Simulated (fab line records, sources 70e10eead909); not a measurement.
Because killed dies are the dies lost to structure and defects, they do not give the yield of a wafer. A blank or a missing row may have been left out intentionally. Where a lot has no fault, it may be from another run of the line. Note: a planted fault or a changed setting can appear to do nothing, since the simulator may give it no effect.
fab line records | flow nand_harc
[record] lots = 11 | wafers = 33 | last_day = 24
route steps=1159 shown A_ONON_D1@447 A_CHANNEL_HOLE_D1@466 END@1159
lots untouched by any fault: they come from a run of this same line in which no faults occurred
start_h: hours from the record's opening day to when the first of the lot's shown wafers began | wait_h: time in hours since the lot's previous step | " unchanged from the row above | L1.1+2: a single row standing in for several wafers | - no value, or no start was given | * or withheld: withheld | < > ~ a bound
route shown NAME@n: a module of which the file shows steps, and the number in the route of the first | usual: average and standard deviation across the fault-free wafers | same: alike in all rows | chamber/n: place in a boat | sites: the reading at each site | _std_site: how widely they spread, as a standard deviation | _edge_site: inner sites' mean taken away from outer sites' mean | radius_mm: how far each site lies from the wafer's centre | mask NAME#n: copy n | behind: tool/chamber where the wafer was last shaped | hold: reason for holding the lot/hours on hold/outcome of the hold | device: the n, p or np transistor that did not switch | end of line: tests run on the same wafers once the route is complete | a step given without rows: its recipe and nothing more | killed: count of dies lost to structure and defects at first sort (not the wafer's yield) | map: dies across one wafer; x = killed, . = not, _ = none there
set.NAME: the setting that was run; set.NAME@STEP: the one run at that earlier step | model.NAME: the simulator's own value behind a step, which no gauge read
a sample of lots followed through the steps of the route, with each step as a table and each wafer as a row
services: from which hour (start_h, from the record's first day; less than 0 if before it) a tool's chamber was out of use, for how many hours, and why
[[steps]]
[step NHARC_A_ONON_D1_THK_MEAS_34]
[recipe] thk_meas_gauge = ellipsometry
[usual] thk_nm = 199.3/2.7
lot.wafer | tool          | chamber | start_h | wait_h | thk_nm
L525.3    | film_metro-01 | -       | 171.09  | -      | 196.5
L525.4    | "             | -       | "       | "      | 198.9
L525.6    | "             | -       | "       | "      | 201.3
L526.1    | film_metro-01 | -       | 181.33  | -      | 195.1
L526.4    | "             | -       | "       | "      | 205.2
L526.6    | "             | -       | "       | "      | 202.5
L529.2    | film_metro-01 | -       | 192.38  | -      | 200.1
L529.5    | "             | -       | "       | "      | 200.0
L529.6    | "             | -       | "       | "      | 202.5
L532.1    | film_metro-01 | -       | 209.70  | -      | 194.2
L532.2    | "             | -       | "       | "      | 196.5
L532.5    | "             | -       | "       | "      | 197.4
L533.1    | film_metro-01 | -       | 216.51  | -      | 195.0
L533.2    | "             | -       | "       | "      | 196.5
L533.4    | "             | -       | "       | "      | 203.3
L538.1    | film_metro-01 | -       | 243.71  | -      | 200.4
L538.3    | "             | -       | "       | "      | 194.8
L538.5    | "             | -       | "       | "      | 202.4
L542.2    | film_metro-02 | -       | 275.37  | -      | 198.3
L542.3    | "             | -       | "       | "      | 195.0
L542.6    | "             | -       | "       | "      | 200.3
L540.4    | film_metro-01 | -       | 275.65  | -      | 202.6
L540.5    | "             | -       | "       | "      | 198.8
L540.6    | "             | -       | "       | "      | 200.4
L545.1    | film_metro-02 | -       | 283.50  | -      | 201.7
L545.2    | "             | -       | "       | "      | 202.7
L545.4    | "             | -       | "       | "      | 200.0
L547.1    | film_metro-02 | -       | 297.61  | -      | 196.9
L547.3    | "             | -       | "       | "      | 198.9
L547.4    | "             | -       | "       | "      | 201.8
L548.4    | film_metro-02 | -       | 308.41  | -      | 200.3
L548.5    | "             | -       | "       | "      | 200.9
L548.6    | "             | -       | "       | "      | 198.7
[step NHARC_A_CHANNEL_HOLE_D1_ETCH_38]
[recipe] target_depth_a = 390 | over_etch_frac = 0.3 | time_s = 65 | ion_energy_ev = 80 | cf4_flow_sccm = 150 | ar_flow_sccm = 0 | rf_w = 300 | bias_w = 100 | chemistry = CF4
[usual] cf4_flow_sccm = 149.9/0.47 | drypump_motor_current_A = 5.6/0.31 | oes_product_au = 1.001/0.0095 | rf_fwd_power_W = 297.5/1.2 | rf_vpp_V = 151.5/1.2 | showerhead_plenum_p_Torr = 1.79/0.07 | throttle_valve_pct = 13.285/0.0093
lot.wafer | tool        | chamber | start_h | wait_h | cf4_flow_sccm | drypump_motor_current_A | oes_product_au | rf_fwd_power_W | rf_hours_counter_h | rf_vpp_V | showerhead_plenum_p_Torr | throttle_valve_pct
L525.4    | rie_diel-12 | 3       | 174.65  | 0.1    | 149.8         | 5.2                     | 1.012          | 297.6          | 9                  | 152.6    | 1.77                     | 13.284
L525.3    | "           | 0       | "       | "      | 150.0         | 5.9                     | 1.009          | 299.2          | 9                  | 149.6    | 1.68                     | 13.300
L525.6    | "           | 0       | "       | "      | 150.0         | 5.9                     | 1.013          | 295.8          | -                  | 149.7    | 1.68                     | 13.297
L526.4    | rie_diel-04 | 1       | 186.19  | 0.1    | 149.0         | 5.1                     | 0.999          | 294.9          | 4                  | 152.2    | 1.88                     | 13.279
L526.1    | "           | 0       | "       | "      | 150.2         | 5.8                     | 1.012          | 296.1          | 4                  | 151.7    | 1.77                     | 13.288
L526.6    | "           | 1       | "       | "      | 149.8         | 5.1                     | 0.988          | 294.9          | -                  | 151.7    | 1.88                     | 13.281
L529.2    | rie_diel-08 | 1       | 195.38  | 0.1    | 151.1         | 5.6                     | 0.989          | 296.3          | 4                  | 151.8    | 1.77                     | 13.288
L529.6    | "           | 2       | "       | "      | 149.8         | 5.3                     | 1.002          | 297.5          | -                  | 149.7    | 1.72                     | 13.288
L529.5    | "           | 3       | "       | "      | 149.5         | 6.0                     | 0.997          | 299.3          | -                  | 152.2    | 1.87                     | 13.305
L532.2    | rie_diel-08 | 0       | 213.11  | 0.1    | 149.8         | 5.6                     | 1.003          | 299.0          | 5                  | 150.9    | 1.90                     | 13.281
L532.1    | "           | 3       | "       | "      | 149.4         | 6.0                     | 0.996          | 298.0          | 4                  | 151.7    | 1.87                     | 13.284
L532.5    | "           | 1       | "       | "      | 149.9         | 5.5                     | 0.987          | 295.5          | -                  | 150.7    | 1.77                     | 13.268
L533.1    | rie_diel-08 | 2       | 220.55  | 0.1    | 150.0         | 5.3                     | 1.007          | 297.0          | 5                  | 150.7    | 1.71                     | 13.289
L533.4    | "           | 3       | "       | "      | 150.7         | 6.0                     | 1.000          | 297.9          | 5                  | 152.5    | 1.87                     | 13.279
L533.2    | "           | 1       | "       | "      | 150.5         | 5.5                     | 0.986          | 297.0          | 5                  | 151.1    | 1.77                     | 13.281
L538.3    | rie_diel-12 | 0       | 247.46  | 0.1    | 150.2         | 5.9                     | 0.993          | 297.0          | 3                  | 148.5    | 1.68                     | 13.277
L538.1    | "           | 2       | "       | "      | 150.1         | 5.3                     | 0.990          | 298.4          | 2                  | 151.4    | 1.85                     | 13.291
L538.5    | "           | 0       | "       | "      | 149.3         | 5.9                     | 0.991          | 297.1          | -                  | 150.7    | 1.68                     | 13.274
L542.2    | rie_diel-08 | 0       | 278.42  | 0.1    | 150.2         | 5.6                     | 1.008          | 299.0          | 9                  | 152.8    | 1.90                     | 13.285
L542.3    | "           | 1       | "       | "      | 150.5         | 5.6                     | 0.995          | 295.8          | 9                  | 150.3    | 1.77                     | 13.288
L542.6    | "           | 0       | "       | "      | 150.3         | 5.6                     | 1.010          | 298.9          | -                  | 153.1    | 1.90                     | 13.273
L540.4    | rie_diel-08 | 2       | 279.59  | 0.1    | 149.7         | 5.3                     | 1.007          | 297.2          | 9                  | 152.8    | 1.71                     | 13.288
L540.6    | "           | 2       | "       | "      | 149.6         | 5.3                     | 1.008          | 297.2          | -                  | 151.5    | 1.71                     | 13.283
L540.5    | "           | 3       | "       | "      | 150.2         | 6.0                     | 1.000          | 298.1          | -                  | 151.1    | 1.87                     | 13.278
L545.2    | rie_diel-08 | 1       | 288.74  | 0.1    | 150.2         | 5.6                     | 0.991          | 294.9          | 10                 | 152.2    | 1.77                     | 13.280
L545.4    | "           | 2       | "       | "      | 148.9         | 5.3                     | 1.007          | 296.1          | 10                 | 149.8    | 1.71                     | 13.284
L545.1    | "           | 3       | "       | "      | 149.7         | 6.0                     | 1.004          | 296.9          | 11                 | 153.1    | 1.87                     | 13.290
L547.4    | rie_diel-12 | 2       | 304.29  | 0.1    | 150.3         | 5.3                     | 0.988          | 298.8          | 6                  | 152.6    | 1.85                     | 13.284
L547.1    | "           | 3       | "       | "      | 149.8         | 5.2                     | 0.989          | 297.8          | 6                  | 151.0    | 1.77                     | 13.281
L547.3    | "           | 1       | "       | "      | 150.5         | 5.8                     | 0.994          | 297.5          | 6                  | 150.7    | 1.78                     | 13.272
L548.4    | rie_diel-04 | 0       | 313.41  | 0.1    | 150.4         | 5.8                     | 0.991          | 298.9          | 1                  | 150.6    | 1.77                     | 13.290
L548.5    | "           | 0       | "       | "      | 150.4         | 5.8                     | 0.997          | 298.4          | -                  | 151.0    | 1.77                     | 13.284
L548.6    | "           | 1       | "       | "      | 149.6         | 5.1                     | 1.005          | 296.1          | -                  | 153.3    | 1.88                     | 13.274
[step NHARC_A_CHANNEL_HOLE_D1_ETCH_19]
[recipe] bias_v = 1200 | source_w = 2500 | pressure_mtorr = 15 | time_s = 34.5 | ar_flow_sccm = 375 | c4f8_flow_sccm = 28.8 | o2_flow_sccm = 96.2 | temp_c = -20 | target_depth_a = * | chemistry = C4F8/O2/Ar
[usual] drypump_motor_current_A = 6.0/0.51 | rf_fwd_power_W = 2454/13 | showerhead_plenum_p_Torr = 3.75/0.08 | throttle_valve_pct = 37.038/0.0099
lot.wafer | tool        | chamber | start_h | wait_h | drypump_motor_current_A | rf_fwd_power_W | rf_hours_counter_h | showerhead_plenum_p_Torr | throttle_valve_pct
L525.3    | har_etch-02 | 1       | 175.79  | 0.1    | 6.1                     | 2458           | -                  | 3.78                     | 37.039
L525.4    | "           | 0       | "       | "      | 6.5                     | 2460           | -                  | 3.66                     | 37.032
L525.6    | "           | 0       | "       | "      | 6.5                     | 2451           | -                  | 3.66                     | 37.031
L526.1    | har_etch-02 | 0       | 187.28  | 0.1    | 6.6                     | 2461           | 105                | 3.65                     | 37.035
L526.4    | "           | 1       | "       | "      | 6.1                     | 2462           | -                  | 3.77                     | 37.026
L526.6    | "           | 0       | "       | "      | 6.6                     | 2464           | -                  | 3.65                     | 37.045
L529.2    | har_etch-02 | 0       | 196.46  | 0.1    | 6.5                     | 2444           | 111                | 3.65                     | 37.047
L529.6    | "           | 0       | "       | "      | 6.5                     | 2455           | -                  | 3.65                     | 37.042
L529.5    | "           | 1       | "       | "      | 6.1                     | 2444           | -                  | 3.77                     | 37.035
L532.1    | har_etch-01 | 0       | 214.20  | 0.1    | 6.2                     | 2476           | 203                | 3.87                     | 37.033
L532.2    | "           | 1       | "       | "      | 5.2                     | 2428           | 203                | 3.78                     | 37.038
L532.5    | "           | 0       | "       | "      | 6.2                     | 2476           | -                  | 3.87                     | 37.037
L533.1    | har_etch-02 | 0       | 222.33  | 0.8    | 6.5                     | 2449           | 124                | 3.64                     | 37.019
L533.2    | "           | 1       | "       | "      | 6.1                     | 2459           | 124                | 3.76                     | 37.043
L533.4    | "           | 0       | "       | "      | 6.5                     | 2447           | -                  | 3.64                     | 37.043
L538.1    | har_etch-02 | 1       | 248.56  | 0.1    | 6.1                     | 2459           | 132                | 3.76                     | 37.031
L538.3    | "           | 1       | "       | "      | 6.1                     | 2456           | -                  | 3.76                     | 37.037
L538.5    | "           | 0       | "       | "      | 6.6                     | 2455           | -                  | 3.64                     | 37.028
L542.2    | har_etch-02 | 1       | 279.51  | 0.1    | 6.1                     | 2447           | 143                | 3.75                     | 37.045
L542.3    | "           | 1       | "       | "      | 6.1                     | 2453           | -                  | 3.75                     | 37.043
L542.6    | "           | 1       | "       | "      | 6.1                     | 2463           | -                  | 3.75                     | 37.032
L540.4    | har_etch-02 | 1       | 283.74  | 3.1    | 6.1                     | 2459           | -                  | 3.75                     | 37.064
L540.5    | "           | 1       | "       | "      | 6.1                     | 2454           | -                  | 3.75                     | 37.027
L540.6    | "           | 0       | "       | "      | 6.6                     | 2459           | -                  | 3.63                     | 37.047
L545.2    | har_etch-01 | 1       | 291.82  | 2.1    | 5.1                     | 2437           | 239                | 3.75                     | 37.027
L545.1    | "           | 0       | "       | "      | 6.2                     | 2467           | 239                | 3.84                     | 37.059
L545.4    | "           | 1       | "       | "      | 5.1                     | 2431           | -                  | 3.75                     | 37.025
L547.1    | har_etch-02 | 1       | 305.39  | 0.1    | 6.1                     | 2466           | 159                | 3.74                     | 37.033
L547.4    | "           | 1       | "       | "      | 6.1                     | 2463           | -                  | 3.74                     | 37.032
L547.3    | "           | 0       | "       | "      | 6.5                     | 2459           | -                  | 3.62                     | 37.038
L548.4    | har_etch-02 | 1       | 315.93  | 1.5    | 6.1                     | 2453           | -                  | 3.74                     | 37.051
L548.6    | "           | 1       | "       | "      | 6.1                     | 2457           | -                  | 3.74                     | 37.037
L548.5    | "           | 0       | "       | "      | 6.6                     | 2449           | -                  | 3.62                     | 37.034
[step NHARC_A_CHANNEL_HOLE_D1_ETCH_20]
[recipe] bias_v = 3000 | source_w = withheld | pressure_mtorr = 20 | time_s = 361.9 | ar_flow_sccm = 375 | c4f8_flow_sccm = 89.3 | o2_flow_sccm = 35.7 | temp_c = -20 | target_depth_a = 16000 | chemistry = C4F8/O2/Ar
[usual] drypump_motor_current_A = 6.0/0.51 | showerhead_plenum_p_Torr = 3.70/0.076 | throttle_valve_pct = 32.154/0.0096
lot.wafer | tool        | chamber | start_h | wait_h | drypump_motor_current_A | rf_hours_counter_h | showerhead_plenum_p_Torr | throttle_valve_pct
L525.3    | har_etch-02 | 1       | 175.97  | 0.2    | 6.1                     | -                  | 3.73                     | 32.161
L525.4    | "           | 0       | "       | "      | 6.5                     | -                  | 3.62                     | 32.143
L525.6    | "           | 0       | "       | "      | 6.5                     | -                  | 3.62                     | 32.147
L526.1    | har_etch-02 | 0       | 187.39  | 0.1    | 6.5                     | 105                | 3.61                     | 32.153
L526.4    | "           | 1       | "       | "      | 6.1                     | -                  | 3.73                     | 32.158
L526.6    | "           | 0       | "       | "      | 6.5                     | -                  | 3.61                     | 32.172
L529.2    | har_etch-02 | 0       | 196.57  | 0.1    | 6.5                     | 111                | 3.61                     | 32.167
L529.6    | "           | 0       | "       | "      | 6.5                     | -                  | 3.61                     | 32.145
L529.5    | "           | 1       | "       | "      | 6.1                     | -                  | 3.73                     | 32.163
L532.1    | har_etch-01 | 0       | 214.31  | 0.1    | 6.1                     | 203                | 3.82                     | 32.162
L532.2    | "           | 1       | "       | "      | 5.1                     | 203                | 3.73                     | 32.156
L532.5    | "           | 0       | "       | "      | 6.1                     | -                  | 3.82                     | 32.170
L533.1    | har_etch-02 | 0       | 222.44  | 0.1    | 6.5                     | 124                | 3.60                     | 32.165
L533.2    | "           | 1       | "       | "      | 6.1                     | 124                | 3.72                     | 32.163
L533.4    | "           | 0       | "       | "      | 6.5                     | -                  | 3.60                     | 32.153
L538.1    | har_etch-02 | 1       | 248.67  | 0.1    | 6.1                     | 132                | 3.71                     | 32.161
L538.3    | "           | 1       | "       | "      | 6.1                     | -                  | 3.71                     | 32.160
L538.5    | "           | 0       | "       | "      | 6.5                     | -                  | 3.60                     | 32.145
L542.2    | har_etch-02 | 1       | 279.62  | 0.1    | 6.1                     | 143                | 3.71                     | 32.162
L542.3    | "           | 1       | "       | "      | 6.2                     | -                  | 3.71                     | 32.162
L542.6    | "           | 1       | "       | "      | 6.2                     | -                  | 3.71                     | 32.150
L540.4    | har_etch-02 | 1       | 283.92  | 0.2    | 6.2                     | -                  | 3.71                     | 32.146
L540.5    | "           | 1       | "       | "      | 6.1                     | -                  | 3.71                     | 32.133
L540.6    | "           | 0       | "       | "      | 6.5                     | -                  | 3.59                     | 32.151
L545.2    | har_etch-01 | 1       | 291.93  | 0.1    | 5.1                     | 239                | 3.71                     | 32.161
L545.1    | "           | 0       | "       | "      | 6.2                     | 239                | 3.80                     | 32.142
L545.4    | "           | 1       | "       | "      | 5.1                     | -                  | 3.71                     | 32.166
L547.1    | har_etch-02 | 1       | 305.51  | 0.1    | 6.1                     | 159                | 3.70                     | 32.141
L547.4    | "           | 1       | "       | "      | 6.1                     | -                  | 3.70                     | 32.158
L547.3    | "           | 0       | "       | "      | 6.5                     | -                  | 3.59                     | 32.157
L548.4    | har_etch-02 | 1       | 316.11  | 0.2    | 6.1                     | -                  | 3.69                     | 32.164
L548.6    | "           | 1       | "       | "      | 6.1                     | -                  | 3.69                     | 32.159
L548.5    | "           | 0       | "       | "      | 6.5                     | -                  | 3.58                     | 32.145
[step NHARC_A_CHANNEL_HOLE_D1_INSPECT_40]
[usual] raw_defect_count = 63/19
lot.wafer | tool              | chamber | start_h | wait_h | hold                     | raw_defect_count
L525.3    | defect_inspect-01 | -       | 181.47  | -      | -                        | 43
L525.4    | "                 | -       | "       | "      | -                        | 48
L525.6    | "                 | -       | "       | "      | -                        | 37
L526.1    | defect_inspect-01 | -       | 193.11  | -      | -                        | 50
L526.4    | "                 | -       | "       | "      | -                        | 41
L526.6    | "                 | -       | "       | "      | -                        | 45
L529.2    | defect_inspect-02 | -       | 202.15  | -      | -                        | 30
L529.5    | "                 | -       | "       | "      | -                        | 57
L529.6    | "                 | -       | "       | "      | -                        | 34
L532.1    | defect_inspect-01 | -       | 219.93  | -      | -                        | 96
L532.2    | "                 | -       | "       | "      | -                        | 99
L532.5    | "                 | -       | "       | "      | -                        | 91
L533.1    | defect_inspect-02 | -       | 228.18  | -      | -                        | 49
L533.2    | "                 | -       | "       | "      | -                        | 49
L533.4    | "                 | -       | "       | "      | -                        | 38
L538.1    | defect_inspect-01 | -       | 254.42  | -      | -                        | 48
L538.3    | "                 | -       | "       | "      | -                        | 37
L538.5    | "                 | -       | "       | "      | -                        | 42
L542.2    | defect_inspect-02 | -       | 285.24  | -      | await_dispo/0.2h/release | 744
L542.3    | "                 | -       | "       | "      | await_dispo/0.2h/release | 748
L542.6    | "                 | -       | "       | "      | await_dispo/0.2h/release | 739
L542.2    | defect_inspect-02 | -       | 285.42  | 0.2    | -                        | 742
L542.3    | "                 | -       | "       | "      | -                        | 743
L542.6    | "                 | -       | "       | "      | -                        | 729
L540.4    | defect_inspect-01 | -       | 289.42  | -      | await_dispo/0.2h/release | 780
L540.5    | "                 | -       | "       | "      | await_dispo/0.2h/release | 753
L540.6    | "                 | -       | "       | "      | await_dispo/0.2h/release | 724
L540.4    | defect_inspect-01 | -       | 289.59  | 0.2    | -                        | 770
L540.5    | "                 | -       | "       | "      | -                        | 764
L540.6    | "                 | -       | "       | "      | -                        | 715
L545.1    | defect_inspect-02 | -       | 297.57  | -      | await_dispo/0.2h/release | 766
L545.2    | "                 | -       | "       | "      | await_dispo/0.2h/release | 793
L545.4    | "                 | -       | "       | "      | await_dispo/0.2h/release | 772
L545.1    | defect_inspect-02 | -       | 297.74  | 0.2    | -                        | 764
L545.2    | "                 | -       | "       | "      | -                        | 809
L545.4    | "                 | -       | "       | "      | -                        | 780
L547.1    | defect_inspect-01 | -       | 311.11  | -      | -                        | 56
L547.3    | "                 | -       | "       | "      | -                        | 55
L547.4    | "                 | -       | "       | "      | -                        | 62
L548.4    | defect_inspect-01 | -       | 321.60  | -      | -                        | 62
L548.5    | "                 | -       | "       | "      | -                        | 69
L548.6    | "                 | -       | "       | "      | -                        | 63
[step NHARC_END_SORT_01]
[recipe] temp_c = 25
[usual] killed_at_array = 25/9.5 | killed_at_other = 0.8/1.2 | killed_at_periphery = 3.4/2.2 | killed_dies = 29/10 | killed_open = 3.3/1.8 | killed_short = 2.1/1.4
[same] gross_dies = 677
lot.wafer | tool      | chamber | start_h | wait_h | killed_at_array | killed_at_other | killed_at_periphery | killed_dies | killed_open | killed_short
L540.4    | prober-01 | 0       | 555.87  | 3.4    | 57              | 0               | 5                   | 62          | 8           | 1
L540.5    | prober-01 | 0       | 556.66  | 3.7    | 69              | 0               | 7                   | 76          | 6           | 3
L540.6    | prober-01 | 0       | 557.45  | 4.0    | 58              | 0               | 4                   | 62          | 5           | 3
L545.1    | prober-01 | 0       | 575.70  | 2.5    | 81              | 0               | 2                   | 83          | 0           | 2
L545.2    | prober-01 | 0       | 576.49  | 2.8    | 114             | 1               | 2                   | 117         | 2           | 2
L545.4    | prober-01 | 0       | 578.07  | 3.4    | 89              | 2               | 9                   | 100         | 5           | 1
// killed by level:class
L540.4 A_CHANNEL_HOLE_D1:unspecified=44 A_CHANNEL_HOLE_D1:chamber_film_flake=6 P_M0:geometric_particle:open=3 A_CONTACT:geometric_particle:open=2 P_CONTACT:geometric_particle:open=1 A_ONON_D1:geometric_particle:open=1 A_SGD_CUT:geometric_particle:open=1 A_CONTACT:geometric_particle:short=1
L540.5 A_CHANNEL_HOLE_D1:unspecified=42 A_CHANNEL_HOLE_D1:chamber_film_flake=11 A_STAIRCASE:chamber_film_flake=7 A_CONTACT:geometric_particle:open=3 A_WL_FILL:chamber_film_flake=2 A_ZERO_WELL:chamber_film_flake=2 P_CONTACT:geometric_particle:open=1 P_CONTACT:geometric_particle:short=1
L540.6 A_CHANNEL_HOLE_D1:unspecified=43 A_CHANNEL_HOLE_D1:chamber_film_flake=4 A_STAIRCASE:chamber_film_flake=3 P_CONTACT:geometric_particle:open=2 P_M0:geometric_particle:open=2 A_M0:geometric_particle:short=2 A_WL_FILL:chamber_film_flake=2 A_CONTACT:chamber_film_flake=2
L545.1 A_CHANNEL_HOLE_D1:unspecified=43 A_CHANNEL_HOLE_D1:chamber_film_flake=24 A_SLIT:chamber_film_flake=6 A_STAIRCASE:chamber_film_flake=3 A_CONTACT:chamber_film_flake=2 A_ONON_D1:geometric_particle:short=1 A_STAIRCASE:geometric_particle:short=1 P_ZERO_WELL:chamber_film_flake=1
L545.2 A_CHANNEL_HOLE_D1:unspecified=69 A_CHANNEL_HOLE_D1:chamber_film_flake=22 A_SLIT:chamber_film_flake=15 A_CONTACT:chamber_film_flake=4 P_GATE:geometric_particle:open=1 A_WL_FILL:geometric_particle:short=1 A_CONTACT:geometric_particle:short=1 A_M0:geometric_particle:open=1
L545.4 A_CHANNEL_HOLE_D1:unspecified=48 A_CHANNEL_HOLE_D1:chamber_film_flake=17 A_SLIT:chamber_film_flake=17 P_ZERO_WELL:chamber_film_flake=5 A_CONTACT:chamber_film_flake=3 A_STAIRCASE:chamber_film_flake=2 P_GATE:geometric_particle:open=1 P_CONTACT:geometric_particle:open=1
[[services]]
tool        | chamber | start_h | hours | kind
rie_diel-04 | -       | 155.73  | 1.1   | repair
rie_diel-08 | 0       | 158.30  | -     | clean
rie_diel-08 | 1       | 158.30  | -     | clean
rie_diel-08 | 2       | 158.30  | -     | clean
rie_diel-08 | 3       | 158.30  | -     | clean
rie_diel-08 | -       | 171.33  | 1.3   | repair
rie_diel-08 | 0       | 182.80  | -     | clean
rie_diel-08 | 1       | 182.80  | -     | clean
rie_diel-08 | 2       | 182.80  | -     | clean
rie_diel-08 | 3       | 182.80  | -     | clean
rie_diel-08 | 1       | 191.92  | 3.4   | repair
rie_diel-12 | -       | 202.40  | 9.0   | pm
rie_diel-08 | 0       | 207.31  | -     | clean
rie_diel-08 | 1       | 207.31  | -     | clean
rie_diel-08 | 2       | 207.31  | -     | clean
rie_diel-08 | 3       | 207.31  | -     | clean
rie_diel-04 | 2       | 208.75  | 4.9   | repair
rie_diel-08 | 0       | 225.39  | 8.6   | repair
rie_diel-08 | 1       | 231.81  | -     | clean
rie_diel-08 | 0       | 251.58  | 8.4   | repair
rie_diel-04 | 3       | 275.71  | 4.1   | repair
rie_diel-04 | -       | 288.90  | 9.0   | pm
rie_diel-08 | -       | 301.80  | 9.0   | pm
har_etch-01 | -       | 305.00  | 17.0  | pm
[[key]]
[first_sign] step = NHARC_A_CHANNEL_HOLE_D1_INSPECT_40 | reading = visit | direction = added
[effect] step = NHARC_A_CHANNEL_HOLE_D1_INSPECT_40 | reading = raw_defect_count | direction = up | sigmas = 37 | usual = 63 | struck = 758
[effect] step = NHARC_END_SORT_01 | reading = killed_at_array | direction = up | sigmas = 5.6 | usual = 25 | struck = 78
[more_kills_born_at] NHARC_A_CHANNEL_HOLE_D1_ETCH_38@rie_diel-08 = 287
met_at NHARC_A_CHANNEL_HOLE_D1_ETCH_38
struck_lots L540,L542,L545
rows_end L542.2,L542.3,L542.6
tester_left_out L540,L545
not_acting_at NHARC_A_ONON_D1_THK_MEAS_34,NHARC_A_CHANNEL_HOLE_D1_ETCH_19,NHARC_A_CHANNEL_HOLE_D1_ETCH_20
onset_between 220.55 278.42
[fault] kind = chamber_particle_source | tool = rie_diel-08 | chamber = - | onset_h = 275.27 | steps = NHARC_A_CHANNEL_HOLE_D1_ETCH_38 | rate_per_visit_cm2 = 1.0737 | end_h = 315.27
// tester_left_out: of these lots the tester's yield and bins aren't shown, on N5 and GAA mostly nor the transistor test; their killed dies are dies lost to structure and defects alone, not to doping, threshold or leakage, so they don't give the yield
// rows_end: these wafers met a further fault down the route, and their rows from its step on are left out
